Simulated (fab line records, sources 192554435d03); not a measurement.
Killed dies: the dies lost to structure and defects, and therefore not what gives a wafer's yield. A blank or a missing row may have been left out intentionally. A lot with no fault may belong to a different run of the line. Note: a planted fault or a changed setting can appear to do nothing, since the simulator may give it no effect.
Lot-split experiment ; flow n5-finfet ; route with 1938 steps; 7 lots, 39 wafers read

THE SPLIT ITSELF
At N5_MOL_CONTACT_COAG_ETCHBACK_134 (etches SiO2 in CHF3, target depth 10 nm, time 6.7 s), the setting target-depth-a was moved away from the recipe's 100 angstrom on 15 of the 39 wafers read, by -59.1% to +39.2%. The other wafers ran this setting at the recipe's value.

The reading comes from the split's own step.

THE READING
CAR-EUV_of_MOL_CONTACT_COAG_COAT_34.thk-nm (the simulator's own value, which no gauge read), in nm, at N5_MOL_CONTACT_COAG_ETCHBACK_134 (etches SiO2 in CHF3, target depth 10 nm, time 6.7 s). The file gives no usual value for it. Across the 24 wafers here that went through the recipe, the average is 15.5 nm and the standard deviation 0.18 nm.

wafer;tool, chamber at the split;target-depth-a as run, angstrom;against the recipe;CAR-EUV_of_MOL_CONTACT_COAG_COAT_34.thk-nm, nm;against lot-mates on the recipe
L075.1;rie-diel-04, 1;56.63;-43.4%;16.2;+0.5
L075.5;rie-diel-04, 1;56.63;-43.4%;16.2;+0.5
L075.2;rie-diel-04, 0;56.63;-43.4%;16;+0.3
L075.3;rie-diel-04, 3,2;100;recipe;15.6;-
L075.6;rie-diel-04, 3,2;100;recipe;15.6;-
L075.4;rie-diel-04, 2;100;recipe;15.8;-
L078.1;rie-diel-06, 2;100;recipe;15.6;-
L078.5;rie-diel-06, 2;100;recipe;15.6;-
L078.2;rie-diel-06, 1,0,0;67.39;-32.6%;16;+0.5
L078.3;rie-diel-06, 1,0,0;67.39;-32.6%;16;+0.5
L078.6;rie-diel-06, 1,0,0;67.39;-32.6%;16;+0.5
L078.4;rie-diel-06, 1;100;recipe;15.4;-
L077.1;rie-diel-02, 3;139.2;+39.2%;14.6;-0.8
L077.2;rie-diel-02, 0;100;recipe;15.6;-
L077.3;rie-diel-02, 1;139.2;+39.2%;15;-0.4
L077.4;rie-diel-02, 2;139.2;+39.2%;14.8;-0.6
L077.5;rie-diel-02, 3;100;recipe;15.4;-
L077.6;rie-diel-02, 0;100;recipe;15.2;-
L081.1;rie-diel-04, 1,0,3;75.95;-24.0%;15.8;+0.3
L081.2;rie-diel-04, 1,0,3;75.95;-24.0%;15.8;+0.3
L081.3;rie-diel-04, 1,0,3;75.95;-24.0%;15.8;+0.3
L081.4;rie-diel-04, 2;100;recipe;15.4;-
L081.6;rie-diel-04, 2;100;recipe;15.4;-
L081.5;rie-diel-04, 1;100;recipe;15.6;-
L093.1;rie-diel-06, 2,1;100;recipe;15.4;-
L093.5;rie-diel-06, 2,1;100;recipe;15.4;-
L093.2;rie-diel-06, 0,2;40.91;-59.1%;16.4;+1.1
L093.6;rie-diel-06, 0,2;40.91;-59.1%;16.4;+1.1
L093.3;rie-diel-06, 1;100;recipe;15.2;-
L093.4;rie-diel-06, 3;40.91;-59.1%;16.2;+0.9
L094.2;rie-diel-04, 3;100;recipe;15.2;-
L094.3;rie-diel-04, 1;100;recipe;15.6;-
L094.6;rie-diel-04, 1;100;recipe;15.6;-
L097.1;rie-diel-04, 0,2,1,0;100;recipe;15.6;-
L097.2;rie-diel-04, 0,2,1,0;100;recipe;15.6;-
L097.3;rie-diel-04, 0,2,1,0;100;recipe;15.6;-
L097.5;rie-diel-04, 0,2,1,0;100;recipe;15.6;-
L097.4;rie-diel-04, 3;100;recipe;15;-
L097.6;rie-diel-04, 1;100;recipe;15.4;-
The file does not say which wafer passed through which chamber wherever a row lists several chambers: such a row stands for several wafers.

THE FIT
A straight line over all 39 wafers: CAR-EUV_of_MOL_CONTACT_COAG_COAT_34.thk-nm changes by -0.0155 nm for each +1% of target-depth-a; r = -0.92; the points scatter about the line by 0.16 nm.
The same after taking each lot's own level away (the mean of its wafers on the recipe; 39 wafers): -0.0149 nm for each +1%; r = -0.92; scatter 0.15 nm.
Per that fit: largest target-depth-a move, reading shift of 0.88 nm.
The span of the lots' own levels, 15.33 to 15.67 nm, comes to 1.8 times the standard deviation stated above.
Hence the lot-to-lot level has little effect on the slope; both slopes agree.
Check: +0.838 nm against its lot-mates is what the line predicts for one of the wafers moved furthest among these (-59.1%) when that wafer is left out of the fit. Against them it came out at +1.07 nm.

THE OTHER SPLITS THESE WAFERS WENT THROUGH
Before the reading, these wafers also passed through other splits. Each is held against what the fit with the lots' levels taken away leaves over:
other split on the same wafers;wafers away from the commonest value;r with CAR-EUV_of_MOL_CONTACT_COAG_COAT_34.thk-nm (lot level and that fit taken away)
N5_FIN_SAQP_PECVD_06 time-s;9;+0.17
N5_SD_EPI_N_EPI_21 epi-growth-time-s;9;-0.21

FILE'S OWN FIT
CAR-EUV_of_MOL_CONTACT_COAG_COAT_34.thk-nm changes by -0.0147 nm for each +1% of target-depth-a, r = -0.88.
